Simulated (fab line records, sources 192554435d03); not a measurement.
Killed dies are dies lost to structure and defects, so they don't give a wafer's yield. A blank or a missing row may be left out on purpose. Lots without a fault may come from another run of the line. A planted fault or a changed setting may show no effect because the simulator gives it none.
A struck lot beside a sound one | flow n5_finfet | 18 steps out of a route of 1938
Sound: wafers L700.1, L700.2, L700.5. Struck: wafers L704.1, L704.4, L704.6. The cause comes at the end.
At each step with rows: each side's tool, then ch and its chambers, then its first start. Under that, the readings that differ: sound wafers | struck wafers | difference of the means | sigmas: that difference in standard deviations of wafers without a fault.
alike: readings whose means differ by less than 2 such deviations, and words and numbers that are the same on both sides. not compared: withheld readings, readings that some wafer has no value for, bounds like >300 that may hide the same value, and numbers for which the record gives no deviation and whose values overlap.
The two part at a step that has a row with sigmas, a row that says differs or no value, or rows on one side only. Numbers that don't overlap but have no deviation are shown without sigmas and don't part them. A reading that every wafer of one side lacks parts them only if that side has two wafers or more.

first, 4 steps without rows for these wafers: N5_HKMG_FIN_PRECLEAN_64 (cleans in dHF, time 30 s); N5_HKMG_FIN_WET_ETCH_65 (etches a-Si in TMAH, stops on TiN, time 49 s, target depth 3 nm); N5_HKMG_FIN_WET_ETCH_81 (etches TiN in SC1, stops on HfO2, time 57 s, target depth 6 nm); N5_HKMG_FIN_WET_ETCH_82 (etches La2O3 in dHCl, stops on HfO2, target depth 2 nm, rinse time 30 s).
N5_HKMG_FIN_ALD_36: deposits TiN, target thk 1 nm, pulse time 1 s, purge time 3 s.
  sound on ald_metal-03 ch 1,3, day 5 13:37; struck on ald_metal-03 ch 1,2,3, day 6 13:06
  alike: heater_power_w, precursor_pulse_height_rel
N5_HKMG_FIN_THK_MEAS_70: measures by xrf.
  sound on film_metro-02, day 5 13:54; struck on film_metro-02, day 6 13:23
  alike: HK_THK
N5_HKMG_FIN_PWFM_ALD_03: deposits TiN, target thk 2 nm, pulse time 1 s, purge time 3 s.
  sound on ald_metal-02 ch 0,1,2, day 5 13:56; struck on ald_metal-02 ch 0,3, day 6 13:25
  alike: heater_power_w, precursor_pulse_height_rel
then, 5 steps without rows for these wafers: N5_HKMG_FIN_COAT_29 (time 60 s, resist thk 300 nm); N5_HKMG_FIN_COAT_30 (time 60 s, resist thk 35 nm); N5_HKMG_FIN_COAT_06 (resist thk 90 nm); N5_HKMG_FIN_EBR_08; N5_HKMG_FIN_SOFTBAKE_07 (time 60 s).
N5_HKMG_FIN_EXPOSE_09: exposes mask NWFM.
  sound on arfi_scanner-03 ch 0, day 5 14:39; struck on arfi_scanner-03 ch 0, day 6 14:08
  reading              | sound             | struck            | difference | sigmas
  exposure_dose_mJ_cm2 | 39.39 39.36 39.40 | 44.54 44.57 44.60 | +5.19      | +64
  alike: mask
then, 2 steps without rows for these wafers: N5_HKMG_FIN_PEB_10 (peb time 60 s); N5_HKMG_FIN_DEVELOP_11 (develop time 30 s).
N5_HKMG_FIN_CD_MEAS_12: target cd 92.8 nm.
  sound on cd_sem-01 ch 0, day 5 14:46; struck on cd_sem-01 ch 0, day 6 14:16
  reading    | sound          | struck            | difference | sigmas
  cd_nm (nm) | 92.6 92.4 91.5 | 100.3 100.6 100.1 | +8.2       | +14
N5_HKMG_FIN_OVL_MEAS_13:
  sound on overlay-02 ch 0, day 5 14:48; struck on overlay-01 ch 0, day 6 14:17
  alike: NWFM_OVL
-- the record jumps here: 9 days lie between the struck wafers' starts before and after (it left off in module HKMG_FIN and takes up again in module PASSIVATION, whose first step shown is number 1936 of the route) --
N5_PASSIVATION_PROBE_49:
  the record has rows for the struck wafers here (prober-02, day 15 10:51) and none for the sound ones

WHERE THEY PART
First at N5_HKMG_FIN_EXPOSE_09; last, within this record, at N5_PASSIVATION_PROBE_49.

WHY: what the simulator had put in
Process parameter drift: arfi_scanner-03, from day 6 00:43 on, at N5_HKMG_FIN_EXPOSE_09. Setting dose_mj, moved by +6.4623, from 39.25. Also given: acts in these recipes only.
